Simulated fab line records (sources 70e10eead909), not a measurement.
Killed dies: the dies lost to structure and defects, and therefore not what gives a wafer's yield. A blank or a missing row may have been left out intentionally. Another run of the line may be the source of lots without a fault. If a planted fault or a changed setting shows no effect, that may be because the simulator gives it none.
fab line records	flow nandHarc
record: lots: 11	wafers: 33	lastDay: 25
route steps=1159 shown A_M1@1040 END@1159
lots that met no fault: from a run of the same line without faults
startH: hours from the record's opening day to when the first of the lot's shown wafers began	waitH: hours from the lot's prior step to this one	" repeats the value in the row above	L1.1+2: one row covering several wafers at once	- no value, or no start given	* or withheld: withheld	< > ~ a bound
route shown NAME@n: a module of which the file shows steps, and the number in the route of the first	usual: average and standard deviation across the fault-free wafers	same: alike in all rows	chamber/n: place in a boat	sites: each site's reading	_std_site: their standard deviation	_edge_site: mean of outer sites minus mean of inner sites	radiusMm: for every site, how far away it sits from the centre of the wafer	mask NAME#n: copy n	behind: the last tool/chamber to shape the wafer	hold: the reason the lot was held/the length of the hold in hours/how it ended	device: the transistor (n, p or np) that didn't switch	end of line: the route-end tests of the same wafers	where a step has no rows: the recipe by itself	killed: at the first sort, the dies lost to defects and structure; wafer yield is something else	map: per-die view of a wafer (x killed, . not killed, _ where there is no die)
set.NAME: the setting the step ran with; set.NAME@STEP: the setting that earlier step ran with	model.NAME: the simulator's own value behind a step, which no gauge read
one table for each step of the route and one row for each wafer, over a sample of lots
services: when a tool's chamber went out of use (startH, in hours from the record's first day, below 0 if earlier), for how many hours, and the reason
== steps ==
step: NHARC_A_M1_ETCH_35
recipe: targetDepthA: 400	overetchA: 120	timeS: 43.94	ionEnergyEv: 200	n2FlowSccm: 150	h2FlowSccm: 150	arFlowSccm: 0	rfW: 400	biasW: 150	chemistry: N2/H2
usual: chamberPressureMTorr: 29.999/0.027	drypumpMotorCurrentA: 5.85/0.3	oesProductAu: 0.999/0.011	rfFwdPowerW: 394.4/1.9	rfVppV: 431.2/3	showerheadPlenumPTorr: 2.07/0.11	throttleValvePct: 14.170/0.0094
lot.wafer	tool	chamber	startH	waitH	chamberPressureMTorr	drypumpMotorCurrentA	oesProductAu	rfFwdPowerW	rfHoursCounterH	rfVppV	showerheadPlenumPTorr	throttleValvePct
L568.3	rieDiel-02	0	404.65	0.1	30.005	5.73	1.000	395.5	5	431.1	2.08	14.169
L568.2	"	1	"	"	29.994	6.24	0.990	390.8	6	425.9	1.89	14.184
L568.6	"	2	"	"	30.017	5.52	0.994	393.5	-	434.0	2.17	14.189
L567.4	rieDiel-02	2	405.07	0.1	30.030	5.52	1.002	390.3	6	434.3	2.17	14.177
L567.2	"	0	"	"	29.997	5.73	1.009	397.9	5	432.8	2.08	14.154
L567.5	"	3	"	"	29.966	5.82	1.002	395.8	-	433.1	2.15	14.178
L570.1	rieDiel-02	1	425.29	0.1	29.989	6.24	0.982	392.2	8	425.6	1.89	14.172
L570.3	"	2	"	"	30.028	5.49	1.008	393.1	8	434.4	2.17	14.163
L570.4	"	0	"	"	29.989	5.72	1.010	396.6	7	430.9	2.08	14.168
L573.4	rieDiel-10	1	440.84	0.1	30.015	5.76	1.002	394.0	2	435.7	2.21	14.161
L573.2	"	0	"	"	29.982	6.13	1.003	396.6	2	431.8	2.05	14.169
L573.6	"	1	"	"	29.985	5.76	1.006	392.9	-	433.8	2.21	14.160
L574.2	rieDiel-02	3	453.50	0.1	29.982	5.83	1.003	392.9	9	433.9	2.15	14.181
L574.1	"	0	"	"	29.995	5.71	1.016	394.3	9	431.2	2.08	14.169
L574.6	"	2	"	"	30.024	5.53	1.006	390.2	-	434.2	2.17	14.173
L576.1	rieDiel-02	1	460.03	0.1	30.019	6.26	0.994	393.9	11	424.9	1.89	14.169
L576.4	"	2	"	"	29.991	5.50	0.995	392.6	11	434.3	2.17	14.158
L576.3	"	0	"	"	29.946	5.73	1.003	394.3	10	431.8	2.08	14.181
L575.3	rieDiel-02	1	460.26	0.1	30.007	6.21	0.991	394.5	11	427.5	1.89	14.174
L575.4	"	2	"	"	29.984	5.51	1.010	392.2	11	435.7	2.17	14.162
L575.5	"	3	"	"	30.027	5.82	1.003	395.0	-	433.7	2.15	14.144
L580.1	rieDiel-10	3	464.65	0.1	30.002	6.17	1.023	398.3	2	430.9	2.04	14.164
L580.3	"	1	"	"	29.989	5.73	0.991	395.5	2	434.8	2.21	14.169
L580.6	"	3	"	"	29.962	6.20	1.014	395.9	-	431.0	2.04	14.162
L582.1	rieDiel-02	0	501.20	0.1	29.988	5.71	0.998	395.8	13	430.8	2.08	14.176
L582.4	"	3	"	"	29.961	5.83	1.010	392.5	13	432.9	2.15	14.180
L582.5	"	0	"	"	29.999	5.71	0.994	394.8	-	431.4	2.08	14.174
L584.3	rieDiel-10	1	512.35	0.1	29.950	5.75	0.993	391.8	3	435.0	2.21	14.187
L584.5	"	2	"	"	29.985	6.01	0.991	395.2	-	426.1	1.93	14.171
L584.6	"	3	"	"	30.015	6.18	1.003	395.9	-	429.8	2.04	14.158
L588.2	rieDiel-10	1	559.89	0.1	30.034	5.73	1.003	394.9	0	433.9	2.21	14.196
L588.4	"	3	"	"	29.990	6.19	0.999	395.8	0	431.0	2.04	14.148
L588.5	"	0	"	"	29.989	6.11	0.995	395.3	-	431.0	2.05	14.178
step: NHARC_A_M1_ETCH_15
recipe: targetDepthA: 1825	timeS: 91.2	c4f8FlowSccm: withheld	arFlowSccm: 400	rfW: 600	biasW: 300	chemistry: C4F8/Ar
usual: chamberPressureMTorr: 24.999/0.023	oesProductAu: 0.957/0.02	rfFwdPowerW: 595.1/2.3	rfVppV: 441/3.1
lot.wafer	tool	chamber	startH	waitH	chamberPressureMTorr	oesProductAu	rfFwdPowerW	rfHoursCounterH	rfVppV
L568.2	rieDiel-02	0	-	-	25.031	0.973	595.4	5	442
L568.3	"	1	"	"	24.995	0.952	595.7	6	437
L568.6	"	0	"	"	24.970	0.976	595.8	-	442
L567.2	rieDiel-02	2	-	-	25.006	0.960	592.0	6	445
L567.4	"	0	"	"	24.995	0.973	597.7	6	442
L567.5	"	1	"	"	24.968	0.948	594.2	-	439
L570.4	rieDiel-02	3	-	-	25.015	0.970	593.6	7	444
L570.1	"	1	"	"	25.050	0.971	594.0	8	436
L570.3	"	2	"	"	24.942	0.970	590.0	8	445
L573.4	rieDiel-10	0	-	-	24.997	0.968	593.5	2	441
L573.2	"	1	"	"	25.043	0.970	593.7	2	446
L573.6	"	2	"	"	24.990	0.956	594.4	-	438
L574.1	rieDiel-02	1	-	-	25.000	0.938	596.1	10	435
L574.2	"	3	"	"	25.020	0.980	595.0	9	443
L574.6	"	2	"	"	24.987	0.962	592.8	-	445
L576.4	rieDiel-02	0	-	-	24.964	0.937	598.3	10	443
L576.3	"	1	"	"	25.023	0.918	593.8	11	435
L576.1	"	2	"	"	25.018	0.935	588.7	11	445
L575.3	rieDiel-02	2	-	-	24.969	0.982	592.3	11	445
L575.4	"	3	"	"	25.020	0.975	598.1	10	444
L575.5	"	1	"	"	25.011	0.973	596.9	-	436
L580.1	rieDiel-10	3	-	-	24.989	0.944	593.5	2	441
L580.3	"	0	"	"	24.970	0.956	598.1	2	443
L580.6	"	1	"	"	25.003	0.927	595.7	-	446
L582.4	rieDiel-02	0	-	-	25.020	0.975	596.3	13	443
L582.1	"	2	"	"	25.010	0.969	590.3	14	445
L582.5	"	1	"	"	24.985	0.969	593.9	-	436
L584.3	rieDiel-10	0	-	-	25.037	0.954	597.5	3	442
L584.6	"	0	"	"	25.012	0.949	596.1	-	440
L584.5	"	1	"	"	25.016	0.956	592.5	-	445
L588.4	rieDiel-10	2	-	-	25.027	0.973	596.5	0	438
L588.2	"	3	"	"	25.010	0.987	595.6	0	441
L588.5	"	2	"	"	25.006	0.976	595.9	-	435
step: NHARC_A_M1_DEGAS_29
recipe: tempC: 250	timeS: 60
usual: heaterPowerW: 347/36
lot.wafer	tool	chamber	startH	waitH	heaterPowerW
L568.2	pvdSputter-03	-	405.57	-	277
L568.3	"	-	"	"	402
L568.6	"	-	"	"	374
L567.2	pvdSputter-02	-	406.01	-	400
L567.4	"	-	"	"	310
L567.5	"	-	"	"	401
L570.4	pvdSputter-01	-	426.24	-	352
L570.1	"	-	"	"	303
L570.3	"	-	"	"	403
L573.2	pvdSputter-01	-	441.78	-	298
L573.4	"	-	"	"	333
L573.6	"	-	"	"	303
L574.1	pvdSputter-03	-	454.44	-	322
L574.2	"	-	"	"	284
L574.6	"	-	"	"	407
L576.1	pvdSputter-01	-	460.96	-	402
L576.3	"	-	"	"	351
L576.4	"	-	"	"	302
L575.3	pvdSputter-01	-	461.40	-	339
L575.4	"	-	"	"	397
L575.5	"	-	"	"	331
L580.1	pvdSputter-02	-	465.61	-	324
L580.3	"	-	"	"	409
L580.6	"	-	"	"	325
L582.4	pvdSputter-02	-	502.13	-	342
L582.1	"	-	"	"	409
L582.5	"	-	"	"	337
L584.3	pvdSputter-01	-	513.27	-	389
L584.6	"	-	"	"	386
L584.5	"	-	"	"	336
L588.2	pvdSputter-01	-	560.82	-	345
L588.4	"	-	"	"	324
L588.5	"	-	"	"	302
step: NHARC_A_M1_ECD_22
recipe: targetThkA: 4000	bathTempC: 25	material: Cu
usual: bathHeatDutyPct: 6.0/0.48
lot.wafer	tool	chamber	startH	waitH	bathHeatDutyPct
L568.2	ecdCu-01	0	405.98	-	5.1
L568.3	"	1	"	"	6.7
L568.6	"	1	"	"	6.2
L567.2	ecdCu-02	1	406.41	-	6.5
L567.4	"	1	"	"	5.4
L567.5	"	1	"	"	5.9
L570.1	ecdCu-02	1	426.62	-	6.2
L570.4	"	1	"	"	6.3
L570.3	"	0	"	"	6.4
L573.2	ecdCu-01	1	442.14	-	6.2
L573.4	"	1	"	"	6.2
L573.6	"	0	"	"	5.4
L574.2	ecdCu-01	1	456.10	-	5.8
L574.1	"	0	"	"	5.9
L574.6	"	1	"	"	5.8
L576.1	ecdCu-02	1	461.33	-	6.0
L576.4	"	1	"	"	5.5
L576.3	"	0	"	"	5.9
L575.4	ecdCu-01	0	461.85	-	6.0
L575.3	"	1	"	"	6.4
L575.5	"	0	"	"	5.7
L580.1	ecdCu-01	1	466.11	-	6.5
L580.3	"	0	"	"	6.0
L580.6	"	0	"	"	6.6
L582.1	ecdCu-01	0	502.51	-	5.7
L582.4	"	1	"	"	5.5
L582.5	"	0	"	"	5.7
L584.3	ecdCu-01	0	513.79	-	6.5
L584.6	"	1	"	"	6.3
L584.5	"	0	"	"	5.6
L588.2	ecdCu-02	1	561.25	-	5.8
L588.4	"	1	"	"	6.6
L588.5	"	1	"	"	5.9
step: NHARC_A_M1_CMP_23
recipe: tOverpolishS: 20	targetThkNm: 154.34
usual: motorCurrentA: 11.9/1.1	timeToEndpointS: 28.6/2.4
lot.wafer	tool	chamber	startH	waitH	motorCurrentA	timeToEndpointS
L568.2	cmp-04	1	406.68	-	10.7	28.0
L568.3	"	0	"	"	13.0	23.2
L568.6	"	1	"	"	10.1	27.9
L567.2	cmp-02	3	407.07	-	11.4	28.9
L567.4	"	1	"	"	12.0	26.0
L567.5	"	0	"	"	14.1	28.7
L570.3	cmp-04	1	427.34	-	11.2	27.5
L570.1	"	2	"	"	11.9	26.5
L570.4	"	0	"	"	13.7	26.2
L573.2	cmp-02	1	442.86	-	12.7	27.2
L573.4	"	0	"	"	13.5	29.2
L573.6	"	1	"	"	12.9	28.2
L574.2	cmp-02	1	456.87	-	12.8	29.7
L574.1	"	3	"	"	10.8	28.0
L574.6	"	1	"	"	12.4	29.5
L576.4	cmp-02	3	462.05	-	10.7	28.7
L576.3	"	0	"	"	13.5	30.0
L576.1	"	2	"	"	12.0	28.9
L575.4	cmp-04	0	462.51	-	13.5	27.4
L575.3	"	2	"	"	13.0	27.9
L575.5	"	0	"	"	14.2	26.9
L580.3	cmp-01	0	466.86	-	11.8	23.8
L580.1	"	2	"	"	12.2	23.1
L580.6	"	3	"	"	12.0	26.7
L582.4	cmp-04	2	503.23	-	12.6	29.0
L582.1	"	3	"	"	11.0	19.6
L582.5	"	3	"	"	11.3	18.3
L584.3	cmp-01	0	514.76	-	11.4	15.6
L584.6	"	2	"	"	12.2	25.6
L584.5	"	3	"	"	12.0	16.4
L588.4	cmp-04	1	562.03	-	10.9	30.7
L588.2	"	2	"	"	11.9	28.8
L588.5	"	0	"	"	13.9	28.2
step: NHARC_END_SORT_01
recipe: tempC: 25
usual: defectLimitedYield: 95.3/1.7	killedAtArray: 28/11	killedAtOther: 0.7/1.1	killedAtPeriphery: 2.9/2	killedDies: 32/11	killedOpen: 3.2/1.8	killedShort: 2.0/1.4	sort_bin_2_pct: 1.5/0.67	sort_bin_3_pct: 0.28/0.24	sort_bin_4_pct: 2.9/1.1	sortNPass: 645/11	sortRimYieldPct: 95.7/2.6	sortYieldPct: 95.3/1.7
same: grossDies: 677	sort_bin_5_pct[%]: 0	sort_bin_6_pct[%]: 0	sort_bin_7_pct[%]: 0	sort_bin_8_pct[%]: 0	sortRimNGross: 106.00
lot.wafer	tool	chamber	startH	waitH	defectLimitedYield[%]	killedAtArray	killedAtOther	killedAtPeriphery	killedDies	killedOpen	killedShort	sort_bin_2_pct[%]	sort_bin_3_pct[%]	sort_bin_4_pct[%]	sortNPass	sortRimYieldPct[%]	sortYieldPct[%]
L568.2	prober-01	0	444.14	2.8	98.5	7	2	1	10	3	1	0.6	0	0.9	667	99.1	98.5
L568.3	prober-01	0	444.95	3.1	98.2	10	0	2	12	0	0	0.7	0	1.0	665	98.1	98.2
L568.6	prober-01	0	447.36	4.0	98.4	7	1	3	11	1	2	0.1	0	1.5	666	98.1	98.4
L567.2	prober-01	0	451.91	2.8	96.2	25	0	1	26	3	2	1.8	0	2.1	651	98.1	96.2
L567.4	prober-01	0	453.52	3.4	95.7	29	0	0	29	1	1	1.3	0.30	2.7	648	93.4	95.7
L567.5	prober-01	0	454.32	3.7	94.4	35	0	3	38	4	3	1.3	0.74	3.5	639	99.1	94.4
L570.1	prober-01	0	465.86	2.5	96.9	20	0	1	21	7	0	1.3	0.30	1.5	656	92.5	96.9
L570.3	prober-01	0	467.45	3.1	96.3	22	0	3	25	4	6	1.0	0.30	2.4	652	98.1	96.3
L570.4	prober-01	0	468.24	3.4	97.0	20	0	0	20	2	1	1.3	0.15	1.5	657	95.3	97.0
L573.2	prober-01	0	476.01	2.8	94.5	27	5	5	37	0	1	1.8	0.15	3.5	640	98.1	94.5
L573.4	prober-01	0	477.60	3.4	93.9	37	1	3	41	5	2	2.4	0.59	3.1	636	100.0	93.9
L573.6	prober-01	0	479.19	4.0	95.9	23	1	4	28	1	4	1.0	0.15	3.0	649	99.1	95.9
L576.1	prober-01	0	492.45	2.5	94.7	34	0	2	36	3	2	2.1	0	3.2	641	92.5	94.7
L576.3	prober-01	0	494.05	3.1	96.3	22	0	3	25	4	3	1.5	0.30	1.9	652	94.3	96.3
L576.4	prober-01	0	494.85	3.4	97.3	14	0	4	18	3	0	1.0	0	1.6	659	96.2	97.3
L574.1	prober-02	0	492.46	2.5	95.4	23	4	4	31	3	0	2.5	0	2.1	646	100.0	95.4
L574.2	prober-02	0	493.27	2.8	96.9	18	0	3	21	1	1	0.7	0.15	2.2	656	98.1	96.9
L574.6	prober-02	0	496.48	4.0	95.1	28	3	2	33	5	0	1.5	0.30	3.1	644	99.1	95.1
L575.3	prober-01	0	501.86	3.1	92.3	49	1	2	52	1	2	2.2	0.74	4.7	625	93.4	92.3
L575.4	prober-01	0	502.66	3.4	92.6	49	0	1	50	5	1	2.5	0.30	4.6	627	93.4	92.6
L575.5	prober-01	0	503.45	3.7	93.5	40	1	3	44	3	2	3.0	0.44	3.1	633	95.3	93.5
L580.1	prober-02	0	502.29	2.5	95.7	27	1	1	29	3	3	0.9	0.30	3.1	648	96.2	95.7
L580.3	prober-02	0	503.88	3.1	96.0	26	0	1	27	7	0	1.0	0.15	2.8	650	97.2	96.0
L580.6	prober-02	0	506.26	4.0	94.8	32	1	2	35	2	5	2.1	0.15	3.0	642	98.1	94.8
L582.1	prober-02	0	534.01	2.5	95.0	31	0	3	34	2	4	1.3	0.44	3.2	643	94.3	95.0
L582.4	prober-02	0	536.43	3.4	95.0	29	2	3	34	3	2	1.3	0.15	3.5	643	92.5	95.0
L582.5	prober-02	0	537.24	3.7	94.8	30	2	3	35	3	1	1.3	0	3.8	642	94.3	94.8
L584.3	prober-02	0	549.54	3.1	91.6	54	0	3	57	2	1	2.5	0.59	5.3	620	91.5	91.6
L584.5	prober-02	0	551.14	3.7	93.4	43	0	2	45	2	3	2.5	0.44	3.7	632	97.2	93.4
L584.6	prober-02	0	551.94	4.0	93.4	45	0	0	45	1	1	2.8	0.59	3.2	632	94.3	93.4
L588.2	prober-02	0	595.71	2.8	94.1	35	0	5	40	6	1	1.9	0.59	3.4	637	89.6	94.1
L588.4	prober-02	0	597.31	3.4	94.1	31	3	6	40	5	1	1.6	0.59	3.7	637	86.8	94.1
L588.5	prober-02	0	598.11	3.7	93.9	35	1	5	41	4	2	3.0	0.74	2.4	636	95.3	93.9
killed by level:class
L568.2 A_STAIRCASE:chamberFilmFlake=3 A_BLC:geometricParticle:open=2 A_CHANNEL_FILL_D1:geometricParticle:open=1 P_GATE:chamberFilmFlake=1 STARTING-WAFER:geometricParticle:short=1 A_SLIT:chamberFilmFlake=1 HYBRID_BOND:chamberFilmFlake=1
L568.3 A_CHANNEL_HOLE_D1:chamberFilmFlake=3 A_STAIRCASE:chamberFilmFlake=3 A_SLIT:chamberFilmFlake=2 A_CONTACT:chamberFilmFlake=2 P_ZERO_WELL:chamberFilmFlake=1 P_GATE:chamberFilmFlake=1
L568.6 A_STAIRCASE:chamberFilmFlake=3 A_ZERO_WELL:chamberFilmFlake=2 P_M0:geometricParticle:open=1 A_SGD_CUT:geometricParticle:short=1 STARTING-WAFER:geometricParticle:short=1 P_GATE:chamberFilmFlake=1 P_CONTACT:chamberFilmFlake=1 A_CHANNEL_HOLE_D1:chamberFilmFlake=1
L567.2 A_CHANNEL_HOLE_D1:chamberFilmFlake=10 A_SLIT:chamberFilmFlake=7 A_CONTACT:geometricParticle:open=2 A_STAIRCASE:chamberFilmFlake=2 A_CHANNEL_HOLE_D1:geometricParticle:open=1 A_CONTACT:geometricParticle:short=1 A_BLC:geometricParticle:short=1 P_GATE:chamberFilmFlake=1
L567.4 A_CHANNEL_HOLE_D1:chamberFilmFlake=8 A_SLIT:chamberFilmFlake=8 A_CONTACT:chamberFilmFlake=8 A_CHANNEL_FILL_D1:chamberFilmFlake=2 A_ONON_D1:geometricParticle:short=1 A_CONTACT:geometricParticle:open=1 A_WL_FILL:chamberFilmFlake=1
L567.5 A_CHANNEL_HOLE_D1:chamberFilmFlake=15 A_SLIT:chamberFilmFlake=9 A_WL_FILL:chamberFilmFlake=5 A_CONTACT:geometricParticle:open=2 P_M0:geometricParticle:open=1 P_M0:geometricParticle:short=1 A_CHANNEL_HOLE_D1:geometricParticle:short=1 A_SLIT:geometricParticle:short=1
L570.1 A_SLIT:chamberFilmFlake=8 A_CONTACT:chamberFilmFlake=4 A_WL_FILL:geometricParticle:open=2 P_CONTACT:geometricParticle:open=1 A_SOURCE_PLATE:geometricParticle:open=1 A_ONON_D1:geometricParticle:open=1 A_CONTACT:geometricParticle:open=1 A_M0:geometricParticle:open=1
L570.3 A_SLIT:chamberFilmFlake=6 A_CONTACT:chamberFilmFlake=4 P_GATE:chamberFilmFlake=3 A_CHANNEL_FILL_D1:geometricParticle:short=2 A_SGD_CUT:geometricParticle:short=2 A_CONTACT:geometricParticle:open=2 A_CHANNEL_HOLE_D1:chamberFilmFlake=2 A_ONON_D1:geometricParticle:open=1
L570.4 A_SLIT:chamberFilmFlake=7 A_CHANNEL_HOLE_D1:chamberFilmFlake=3 A_CONTACT:chamberFilmFlake=3 A_STAIRCASE:chamberFilmFlake=2 A_WL_FILL:geometricParticle:open=1 A_WL_FILL:geometricParticle:short=1 A_CONTACT:geometricParticle:open=1 A_ZERO_WELL:chamberFilmFlake=1
L573.2 A_CHANNEL_HOLE_D1:chamberFilmFlake=15 P_GATE:chamberFilmFlake=4 A_CONTACT:chamberFilmFlake=4 A_BONDPAD:chamberFilmFlake=4 THIN_TSV:chamberFilmFlake=4 A_STAIRCASE:chamberFilmFlake=3 STARTING-WAFER:geometricParticle:short=1 P_ZERO_WELL:chamberFilmFlake=1
L573.4 A_CHANNEL_HOLE_D1:chamberFilmFlake=24 A_CONTACT:chamberFilmFlake=6 A_WL_FILL:geometricParticle:short=2 A_BONDPAD:chamberFilmFlake=2 P_GATE:geometricParticle:open=1 P_M0:geometricParticle:open=1 A_ONON_D1:geometricParticle:open=1 A_BLC:geometricParticle:open=1
L573.6 A_CHANNEL_HOLE_D1:chamberFilmFlake=13 P_GATE:chamberFilmFlake=3 A_CONTACT:chamberFilmFlake=3 A_STAIRCASE:chamberFilmFlake=2 P_CONTACT:geometricParticle:short=1 A_CHANNEL_FILL_D1:geometricParticle:short=1 A_SGD_CUT:geometricParticle:open=1 A_WL_FILL:geometricParticle:short=1
L576.1 A_SLIT:chamberFilmFlake=12 A_CHANNEL_HOLE_D1:chamberFilmFlake=7 A_STAIRCASE:chamberFilmFlake=6 P_ZERO_WELL:chamberFilmFlake=2 A_CONTACT:chamberFilmFlake=2 A_ONON_D1:geometricParticle:open=1 A_CHANNEL_FILL_D1:geometricParticle:short=1 A_CHANNEL_FILL_D1:geometricParticle:open=1
L574.1 A_CHANNEL_HOLE_D1:chamberFilmFlake=17 A_STAIRCASE:chamberFilmFlake=5 THIN_TSV:chamberFilmFlake=4 P_CONTACT:geometricParticle:open=2 P_STI:geometricParticle:open=1 P_ZERO_WELL:chamberFilmFlake=1 A_WL_FILL:chamberFilmFlake=1
L574.2 A_CHANNEL_HOLE_D1:chamberFilmFlake=15 P_GATE:chamberFilmFlake=2 P_GATE:geometricParticle:short=1 A_CHANNEL_FILL_D1:geometricParticle:open=1 A_STAIRCASE:chamberFilmFlake=1 A_WL_FILL:chamberFilmFlake=1
L576.3 A_SLIT:chamberFilmFlake=9 A_CHANNEL_HOLE_D1:chamberFilmFlake=3 A_CONTACT:chamberFilmFlake=2 P_M0:geometricParticle:open=1 A_ONON_D1:geometricParticle:open=1 A_CHANNEL_HOLE_D1:geometricParticle:short=1 A_WL_FILL:geometricParticle:short=1 A_WL_FILL:geometricParticle:open=1
L576.4 A_SLIT:chamberFilmFlake=8 A_STAIRCASE:chamberFilmFlake=3 A_CONTACT:chamberFilmFlake=2 P_GATE:geometricParticle:open=1 P_M0:geometricParticle:open=1 P_M1:geometricParticle:open=1 P_ZERO_WELL:chamberFilmFlake=1 A_WL_FILL:chamberFilmFlake=1
L574.6 A_CHANNEL_HOLE_D1:chamberFilmFlake=18 A_STAIRCASE:chamberFilmFlake=3 THIN_TSV:chamberFilmFlake=3 A_CONTACT:chamberFilmFlake=2 P_CONTACT:geometricParticle:open=1 P_M0:geometricParticle:open=1 A_CHANNEL_FILL_D1:geometricParticle:open=1 A_CONTACT:geometricParticle:open=1
L575.3 A_SLIT:chamberFilmFlake=15 A_CHANNEL_HOLE_D1:chamberFilmFlake=13 A_CONTACT:chamberFilmFlake=9 A_STAIRCASE:chamberFilmFlake=6 A_CHANNEL_FILL_D1:chamberFilmFlake=4 P_M0:geometricParticle:open=1 A_SOURCE_PLATE:geometricParticle:short=1 A_CHANNEL_FILL_D1:geometricParticle:short=1
L580.1 A_CHANNEL_HOLE_D1:chamberFilmFlake=17 A_CHANNEL_FILL_D1:geometricParticle:open=2 A_CONTACT:chamberFilmFlake=2 P_M0:geometricParticle:short=1 A_ONON_D1:geometricParticle:short=1 A_SLIT:geometricParticle:short=1 A_WL_FILL:geometricParticle:open=1 A_CHANNEL_FILL_D1:chamberFilmFlake=1
L575.4 A_CHANNEL_HOLE_D1:chamberFilmFlake=14 A_SLIT:chamberFilmFlake=11 A_CONTACT:chamberFilmFlake=10 A_STAIRCASE:chamberFilmFlake=5 A_CHANNEL_FILL_D1:chamberFilmFlake=4 A_M0:geometricParticle:open=3 P_CONTACT:geometricParticle:open=1 A_ONON_D1:geometricParticle:open=1
L575.5 A_CHANNEL_HOLE_D1:chamberFilmFlake=13 A_SLIT:chamberFilmFlake=9 A_STAIRCASE:chamberFilmFlake=8 A_CHANNEL_FILL_D1:chamberFilmFlake=4 A_CONTACT:chamberFilmFlake=4 P_M0:geometricParticle:short=1 P_M0:geometricParticle:open=1 A_CONTACT:geometricParticle:open=1
L580.3 A_CHANNEL_HOLE_D1:chamberFilmFlake=16 A_CONTACT:geometricParticle:open=2 A_WL_FILL:chamberFilmFlake=2 P_M1:geometricParticle:open=1 A_SOURCE_PLATE:geometricParticle:open=1 A_CHANNEL_FILL_D1:geometricParticle:open=1 A_M0:geometricParticle:open=1 A_M1:geometricParticle:open=1
L580.6 A_CHANNEL_HOLE_D1:chamberFilmFlake=21 A_STAIRCASE:chamberFilmFlake=4 A_CHANNEL_FILL_D1:geometricParticle:short=2 A_CONTACT:chamberFilmFlake=2 P_CONTACT:geometricParticle:open=1 P_CONTACT:geometricParticle:short=1 A_SOURCE_PLATE:geometricParticle:open=1 A_SGD_CUT:geometricParticle:short=1
L582.1 A_SLIT:chamberFilmFlake=11 A_STAIRCASE:chamberFilmFlake=7 A_CONTACT:chamberFilmFlake=5 A_CHANNEL_HOLE_D1:chamberFilmFlake=3 P_ZERO_WELL:chamberFilmFlake=2 P_ZERO_WELL:geometricParticle:open=1 A_ONON_D1:geometricParticle:short=1 A_CHANNEL_FILL_D1:geometricParticle:short=1
L582.4 A_SLIT:chamberFilmFlake=16 A_CONTACT:geometricParticle:open=3 A_CONTACT:chamberFilmFlake=3 P_ZERO_WELL:chamberFilmFlake=2 A_CHANNEL_HOLE_D1:chamberFilmFlake=2 A_STAIRCASE:chamberFilmFlake=2 THIN_TSV:chamberFilmFlake=2 A_ONON_D1:geometricParticle:short=1
L582.5 A_SLIT:chamberFilmFlake=13 A_STAIRCASE:chamberFilmFlake=7 A_CONTACT:chamberFilmFlake=5 P_ZERO_WELL:chamberFilmFlake=3 A_CHANNEL_HOLE_D1:chamberFilmFlake=2 A_CHANNEL_FILL_D1:geometricParticle:open=1 A_CONTACT:geometricParticle:short=1 A_M0:geometricParticle:open=1
L584.3 A_CHANNEL_HOLE_D1:chamberFilmFlake=22 A_SLIT:chamberFilmFlake=20 A_CONTACT:chamberFilmFlake=6 A_STAIRCASE:chamberFilmFlake=4 P_CONTACT:geometricParticle:open=1 P_M1:geometricParticle:open=1 A_SOURCE_PLATE:geometricParticle:short=1 P_GATE:chamberFilmFlake=1
L584.5 A_CHANNEL_HOLE_D1:chamberFilmFlake=23 A_SLIT:chamberFilmFlake=12 A_CONTACT:chamberFilmFlake=3 P_STI:geometricParticle:open=1 P_M0:geometricParticle:open=1 A_CHANNEL_HOLE_D1:geometricParticle:short=1 A_CHANNEL_FILL_D1:geometricParticle:short=1 A_WL_FILL:geometricParticle:short=1
L584.6 A_CHANNEL_HOLE_D1:chamberFilmFlake=23 A_SLIT:chamberFilmFlake=11 A_CONTACT:chamberFilmFlake=8 A_CHANNEL_FILL_D1:geometricParticle:short=1 A_CHANNEL_FILL_D1:geometricParticle:open=1 A_WL_FILL:chamberFilmFlake=1
L588.2 A_SLIT:chamberFilmFlake=15 P_M2:chamberFilmFlake=3 A_CHANNEL_HOLE_D1:chamberFilmFlake=3 A_CONTACT:chamberFilmFlake=3 A_M0:chamberFilmFlake=3 A_SGD_CUT:geometricParticle:open=2 A_CONTACT:geometricParticle:open=2 A_CHANNEL_HOLE_D1:unspecified=2
L588.4 A_SLIT:chamberFilmFlake=16 A_CONTACT:chamberFilmFlake=3 A_CHANNEL_HOLE_D1:chamberFilmFlake=3 THIN_TSV:chamberFilmFlake=3 P_CONTACT:geometricParticle:open=2 P_M2:chamberFilmFlake=2 A_CHANNEL_FILL_D1:chamberFilmFlake=2 A_STAIRCASE:chamberFilmFlake=2
L588.5 A_SLIT:chamberFilmFlake=20 P_M2:chamberFilmFlake=3 A_STAIRCASE:chamberFilmFlake=3 A_ONON_D1:geometricParticle:open=2 A_CONTACT:geometricParticle:open=2 A_CHANNEL_HOLE_D1:unspecified=2 A_CHANNEL_HOLE_D1:chamberFilmFlake=2 A_CHANNEL_FILL_D1:chamberFilmFlake=2
== services ==
tool	chamber	startH	hours	kind
pvdSputter-02	-	385.61	10.0	repair
rieDiel-02	-	392.10	1.8	repair
rieDiel-10	-	392.80	0.1	repair
cmp-04	-	407.49	4.0	pm
ecdCu-01	-	411.43	2.8	repair
pvdSputter-03	-	418.19	5.3	repair
cmp-01	-	422.37	7.6	repair
cmp-02	-	422.56	4.0	pm
ecdCu-01	-	426.39	1.1	repair
pvdSputter-03	-	431.64	1.4	repair
ecdCu-01	-	448.10	8.0	pm
ecdCu-02	-	451.15	2.9	repair
cmp-01	-	455.11	1.2	repair
rieDiel-10	-	457.48	0.5	repair
rieDiel-02	-	504.70	9.0	pm
rieDiel-10	2	504.86	2.8	repair
cmp-04	-	505.50	4.0	pm
ecdCu-02	-	511.27	0.7	repair
pvdSputter-01	-	514.05	10.0	pm
cmp-02	-	520.56	4.0	pm
rieDiel-10	-	530.50	9.0	pm
ecdCu-02	-	532.27	8.0	pm
cmp-02	-	553.69	7.5	repair
rieDiel-02	-	559.14	1.4	repair
== key ==
firstSign: step: NHARC_A_M1_CMP_23	reading: timeToEndpointS	direction: down	sigmas: 4.7	usual: *	struck: *
effect none on later readings
metAt NHARC_A_M1_ECD_22
struckLots L582,L584
struckWafers L582.1,L582.5,L584.3,L584.5
notActingAt NHARC_A_M1_ETCH_35,NHARC_A_M1_ETCH_15,NHARC_A_M1_DEGAS_29
onsetBetween 466.11 502.51
fault: kind: processParameterDrift	tool: ecdCu-01	chamber: 0	onsetH: 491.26	steps: NHARC_A_M1_ECD_22	channel: targetThkA	offset: *	shape: step	endH: 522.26	actsIn: *	stated: *
